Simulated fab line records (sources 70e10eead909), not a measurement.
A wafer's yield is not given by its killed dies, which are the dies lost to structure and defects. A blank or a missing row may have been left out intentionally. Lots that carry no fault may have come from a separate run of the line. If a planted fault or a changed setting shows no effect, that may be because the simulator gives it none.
A lot that was struck, set against a sound lot :: flow nandHarc :: 14 steps out of a route of 1302
Sound: wafers L267.1, L267.3, L267.4. Wafers L277.1, L277.3, L277.4 were the ones struck. Last of all comes the cause.
Each step with rows lists, per side, the tool, then ch with its chambers, then its first start. Under that, the readings that differ: sound wafers :: struck wafers :: difference of the means :: sigmas: that difference in standard deviations of wafers without a fault.
alike: same words and numbers on both sides, and readings whose means sit less than 2 such deviations apart. not compared: any withheld reading, any reading some wafer has no value for, any bound like >300 that may hide the same value, and any number with overlapping values for which the record gives no deviation.
A row with sigmas, a row that says differs or no value, or rows on one side alone: a step with any of these is where the two part. Numbers that have no deviation but don't overlap get no sigmas and don't part them. A reading that every wafer of one side lacks parts them only if that side has two wafers or more.

first, 2 steps without rows for these wafers: NHARC_P_STI_SRD_39; NHARC_P_STI_OXIDE_40 (material SiO2, target thk 10 nm, ox time 1362 s).
NHARC_P_STI_INSPECT_25:
  sound on defectInspect-01, day 4 19:52; struck on defectInspect-02, day 9 03:37
reading: rawDefectCount
sound: 372 273 258
struck: 153 139 107
difference: -168
sigmas: -2
then, 9 steps without rows for these wafers: NHARC_P_GATE_ETCH_69 (etches SiO2 in dHF, target depth 14 nm); NHARC_P_GATE_PRECLEAN_70 (cleans in SC1); NHARC_P_GATE_SRD_01; NHARC_P_GATE_OXIDE_02 (material SiO2, target thk 37.5 nm, ox time 365 s); NHARC_P_GATE_DEHYDRATE_03 (time 120 s); NHARC_P_GATE_HMDS_04 (time 30 s); NHARC_P_GATE_COAT_05; NHARC_P_GATE_SOFTBAKE_06 (time 95 s); NHARC_P_GATE_EBR_07.
NHARC_P_GATE_EXPOSE_08: exposes mask P HV.
  sound on krfScanner-02 ch 0, day 5 07:21; struck on krfScanner-02 ch 0, day 9 11:40
reading: model.P_GATE.overlayXNm (nm)
sound: 11.47 11.47 11.47
struck: 18.77 18.77 18.77
difference: +7.30
sigmas: 
  alike: mask
then, 1 step without rows for these wafers: NHARC_P_GATE_PEB_09 (peb time 85 s).

== WHERE THEY PART ==
Only at NHARC_P_STI_INSPECT_25, within this record. Later steps at which nothing parts them and some readings are alike: NHARC_P_GATE_EXPOSE_08.

WHY: whatever the simulator had introduced
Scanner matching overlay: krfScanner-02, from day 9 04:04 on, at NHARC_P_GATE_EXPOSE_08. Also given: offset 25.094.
